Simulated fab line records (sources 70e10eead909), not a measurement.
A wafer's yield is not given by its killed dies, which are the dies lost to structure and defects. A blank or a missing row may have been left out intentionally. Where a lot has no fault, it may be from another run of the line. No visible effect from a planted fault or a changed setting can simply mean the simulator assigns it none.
Matching of chambers + flow nand harc + 4 sister chambers for NHARC_A_M1_ETCH_35 on rie diel-13
The step etches the open film in N2/H2, target depth 40 nm, overetch 12 nm, time 43.94 s. 4 wafers are shown with their chamber, then 12 later ones without.

== WAFERS WITH THEIR CHAMBER ==
| wafer  | chamber | rf vpp V (V) |
|--------|---------|--------------|
| L090.5 | 2       | 433.3        |
| L089.1 | 0       | 432.6        |
| L089.4 | 3       | 431.9        |
| L089.5 | 1       | 427.7        |

== WAFERS WITHOUT THEIR CHAMBER ==
| wafer  | rf vpp V (V) |
|--------|--------------|
| L091.3 | 433.4        |
| L091.4 | 435.0        |
| L091.5 | 434.8        |
| L094.2 | 435.3        |
| L094.3 | 432.3        |
| L094.4 | 429.5        |
| L096.3 | 428.0        |
| L096.4 | 434.6        |
| L096.5 | 434.4        |
| L095.3 | 432.4        |
| L095.4 | 430.7        |
| L095.6 | 428.4        |

== THE CHAMBER EACH PASSED THROUGH ==
| wafer  | from the rows above               | in truth |
|--------|-----------------------------------|----------|
| L091.3 | can't be placed: 2 or 0 or 3      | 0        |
| L091.4 | can't be placed: 2 or 0 or 3      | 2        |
| L091.5 | can't be placed: 2 or 0 or 3      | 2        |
| L094.2 | can't be placed: 2 or 0 or 3      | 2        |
| L094.3 | can't be placed: 0 or 3 or 2      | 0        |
| L094.4 | can't be placed: 1 or 3 or 0 or 2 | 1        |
| L096.3 | 1                                 | 1        |
| L096.4 | can't be placed: 2 or 0 or 3      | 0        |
| L096.5 | can't be placed: 2 or 0 or 3      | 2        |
| L095.3 | can't be placed: 0 or 3 or 2      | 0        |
| L095.4 | can't be placed: 3 or 0 or 2 or 1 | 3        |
| L095.6 | 1                                 | 1        |
Correct placement for 2 of the 12. These rows do not allow placing 10 (true chamber among the candidates in 10). Number placed wrongly: 0.
How it was worked out, from the rows above alone: a wafer's distance from a chamber is the root of the sum, over the readings, of the square of ((its reading less the chamber's mean) divided by the reading's scatter). If the next closest chamber is less than 2 further off than the closest, the wafer can't be placed; otherwise it belongs to the closest. For every chamber, the mean is computed from those of its wafers that are shown. The scatter (one wafer shown for each chamber): square how far every hidden wafer sits from the nearest shown wafer, average those squares and take the square root.
